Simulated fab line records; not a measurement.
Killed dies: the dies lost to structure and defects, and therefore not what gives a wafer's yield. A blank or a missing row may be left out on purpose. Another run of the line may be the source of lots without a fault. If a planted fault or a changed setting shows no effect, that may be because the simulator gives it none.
Split-lot experiment + flow n5-finfet + 7 lots, 21 wafers read, on a route of 1938 steps

== SPLIT DETAILS ==
At N5_SD_EPI_N_ETCH_16 (etches SiO2 in CHF3/O2, target depth 5 nm), the setting target-depth-a was moved away from the recipe's 50 angstrom on 6 of the 21 wafers read, by +3.3% to +11.9%. All remaining wafers had this setting at the recipe value.

The reading comes from the split's own step.

== THE READING ==
etch.depth-nm (the simulator's own value, which no gauge read), in nm, at N5_SD_EPI_N_ETCH_16 (etches SiO2 in CHF3/O2, target depth 5 nm). The file gives no usual value for it. Here, 15 wafers ran the recipe; their average is 4.973 nm with a standard deviation of 0.095 nm.

| wafer  | tool, chamber at the split | target-depth-a as run, angstrom | against the recipe | etch.depth-nm, nm | against lot-mates on the recipe |
|--------|----------------------------|---------------------------------|--------------------|-------------------|---------------------------------|
| L074.1 | rie-diel-05, 0             | 50                              | recipe             | 4.905             | -                               |
| L074.2 | rie-diel-05, 3             | 55.96                           | +11.9%             | 5.544             | +0.639                          |
| L074.3 | rie-diel-05, 1             | 55.96                           | +11.9%             | 5.565             | +0.660                          |
| L077.3 | rie-diel-06, 0             | 51.64                           | +3.3%              | 5.005             | -0.006                          |
| L077.4 | rie-diel-06, 3             | 51.64                           | +3.3%              | 5.092             | +0.081                          |
| L077.5 | rie-diel-06, 2             | 50                              | recipe             | 5.011             | -                               |
| L078.2 | rie-diel-06, 2             | 52.92                           | +5.8%              | 5.286             | +0.279                          |
| L078.4 | rie-diel-06, 3             | 50                              | recipe             | 4.987             | -                               |
| L078.5 | rie-diel-06, 1             | 50                              | recipe             | 5.027             | -                               |
| L081.3 | rie-diel-06, 2             | 50                              | recipe             | 4.992             | -                               |
| L081.4 | rie-diel-06, 3             | 50                              | recipe             | 4.937             | -                               |
| L081.5 | rie-diel-06, 1             | 50                              | recipe             | 5.019             | -                               |
| L084.1 | rie-diel-06, 0             | 50                              | recipe             | 4.834             | -                               |
| L084.4 | rie-diel-06, 2             | 50                              | recipe             | 5.105             | -                               |
| L084.5 | rie-diel-06, 1             | 50                              | recipe             | 5.121             | -                               |
| L087.1 | rie-diel-06, 2             | 50                              | recipe             | 5.12              | -                               |
| L087.3 | rie-diel-06, 0             | 50                              | recipe             | 4.894             | -                               |
| L087.4 | rie-diel-06, 3             | 55.13                           | +10.3%             | 5.514             | +0.507                          |
| L094.3 | rie-diel-06, 3             | 50                              | recipe             | 4.956             | -                               |
| L094.4 | rie-diel-06, 0             | 50                              | recipe             | 4.841             | -                               |
| L094.6 | rie-diel-06, 0             | 50                              | recipe             | 4.839             | -                               |

THE FIT
A straight line over all 21 wafers: etch.depth-nm changes by +0.0496 nm for each +1% of target-depth-a; r = +0.92; the points scatter about the line by 0.09 nm.
The same after taking each lot's own level away (the mean of its wafers on the recipe; 21 wafers): +0.052 nm for each +1%; r = +0.94; scatter 0.083 nm.
The reading moves by 0.62 nm for the largest change in target-depth-a, on that fit.
The span of the lots' own levels, 4.8787 to 5.0200 nm, comes to 1.5 times the standard deviation stated above.
Hence the lot-to-lot level has little effect on the slope; both slopes agree.
Check: for one of the wafers moved furthest among these (+11.9%), held out of the fit, the line's prediction against its lot-mates is +0.592 nm. It came out at +0.639 nm against them.

== THESE WAFERS: OTHER SPLITS ==
Note: prior to the reading, these wafers also went through further splits. Each is held against what the fit with the lots' levels taken away leaves over:
| other split on the same wafers            | wafers away from the commonest value | r with etch.depth-nm (lot level and that fit taken away) |
|-------------------------------------------|--------------------------------------|----------------------------------------------------------|
| N5_PMOS_HMC_CHANNEL_EPI_EXPOSE_06 dose-mj | 2                                    | -0.25                                                    |
| N5_PMOS_HMC_CHANNEL_EPI_PEB_07 peb-temp-c | 9                                    | +0.25                                                    |
| N5_FIN_CUT_ETCH_21 time-s                 | 3                                    | +0.24                                                    |
| N5_DUMMY_GATE_COAT_34 spin-rpm            | 11                                   | -0.01                                                    |
| N5_DUMMY_GATE_COAT_09 spin-rpm            | 7                                    | -0.23                                                    |

== THE FILE'S OWN FIT ==
etch.depth-nm changes by +0.0503 nm for each +1% of target-depth-a, r = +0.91.
